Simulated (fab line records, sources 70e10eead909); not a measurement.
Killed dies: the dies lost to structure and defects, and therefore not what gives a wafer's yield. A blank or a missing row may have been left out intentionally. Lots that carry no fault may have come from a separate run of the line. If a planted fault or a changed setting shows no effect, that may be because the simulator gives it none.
A struck lot beside a sound one -- flow nand harc -- 14 out of 1302 route steps
Sound: wafers L412.3, L412.5, L412.6. Struck: wafer L424.2 (L424.1, L424.5, from the same lot, were not struck and are left out); the cause is given at the end.
Order at every step that has rows: each side's tool, ch and its chambers, its first start. Under that, the readings that differ: sound wafers -- struck wafers -- difference of the means -- sigmas: that difference in standard deviations of wafers without a fault.
alike: readings whose means differ by less than 2 such deviations, and words and numbers that are the same on both sides. not compared: withheld readings, readings that some wafer has no value for, bounds like >300 that may hide the same value, and numbers for which the record gives no deviation and whose values overlap.
A row with sigmas, a row that says differs or no value, or rows on one side alone: a step with any of these is where the two part. Numbers that don't overlap but have no deviation are shown without sigmas and don't part them. A reading missing from all wafers of one side parts the sides only when that side holds two or more wafers.

NHARC_A_WL_FILL_ALD_10: deposits SiO2, target thk 50 nm, pulse time 10 s, ald cycles 500.
  sound on ald hk-01 ch 1,2, day 21 17:16; struck on ald hk-04 ch 0, day 27 20:56
  alike: heater power w, precursor pulse height rel
then, 1 step without rows for these wafers: NHARC_A_WL_FILL_ETCHBACK_16 (etches the open film in C4F8/O2/Ar, target depth 120 nm, time 24 s).
NHARC_A_WL_FILL_STRIP_29: strips in O2, time 20 s.
  sound on rie diel-06 ch 0,3, day 21 22:03; struck on rie diel-11 ch 0, day 28 01:41
  alike: drypump motor current A, oes product au, rf vpp V, showerhead plenum p Torr, throttle valve pct
  not compared: rf hours counter h
then, 4 steps without rows for these wafers: NHARC_A_WL_FILL_ETCHBACK_17 (etches the open film in Cl2/BCl3, target depth 4 nm, time 26.7 s); NHARC_A_WL_FILL_PRECLEAN_18 (cleans in dHF, time 30 s); NHARC_A_WL_FILL_SRD_21; NHARC_A_WL_FILL_CVD_23 (deposits poly-Si, target thk 40 nm, time 800 s).
NHARC_A_WL_FILL_ETCHBACK_26: etches the open film in HBr, target depth 52 nm, time 13.3 s.
  sound on rie si-04 ch 0,1, day 22 03:14; struck on rie si-04 ch 0, day 28 06:54
  alike: drypump motor current A, oes product au, throttle valve pct
  not compared: rf hours counter h
then, 2 steps without rows for these wafers: NHARC_A_WL_FILL_PRECLEAN_30 (cleans in dHF, time 10 s); NHARC_A_WL_FILL_SRD_14.
NHARC_A_WL_FILL_ALD_19: deposits TiN, target thk 2 nm, pulse time 3 s, ald cycles 100.
  sound on ald metal-02 ch 0,1,3, day 22 03:33; struck on ald metal-02 ch 2, day 28 07:13
  alike: heater power w, precursor pulse height rel
NHARC_A_WL_FILL_CVD_20: deposits W, target thk 100 nm, time 74 s.
  sound: cvd w-02 ch 0,1; struck: cvd w-01 ch 1
  alike: heater power w, throttle valve pct
NHARC_A_WL_FILL_CMP_12: polishes, t overpolish 30 s, target thk 100 nm.
  sound on cmp-03 ch 0,1,3, day 22 03:56; struck on cmp-03 ch 1, day 28 07:35
reading,sound,struck,difference,sigmas
time to endpoint s (s),21.5 14.5 17.9,11.9,-6.1,-3
  alike: motor current A, overpolish run s, slurry filter dp kPa
following that, these wafers have no rows for 1 step: NHARC_END_SORT_01.

== WHERE THEY PART ==
Within this record, at NHARC_A_WL_FILL_CMP_12 only.

WHY: what the simulator had put in
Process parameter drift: cmp-03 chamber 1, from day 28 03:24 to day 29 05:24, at NHARC_A_WL_FILL_CMP_12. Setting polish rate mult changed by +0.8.
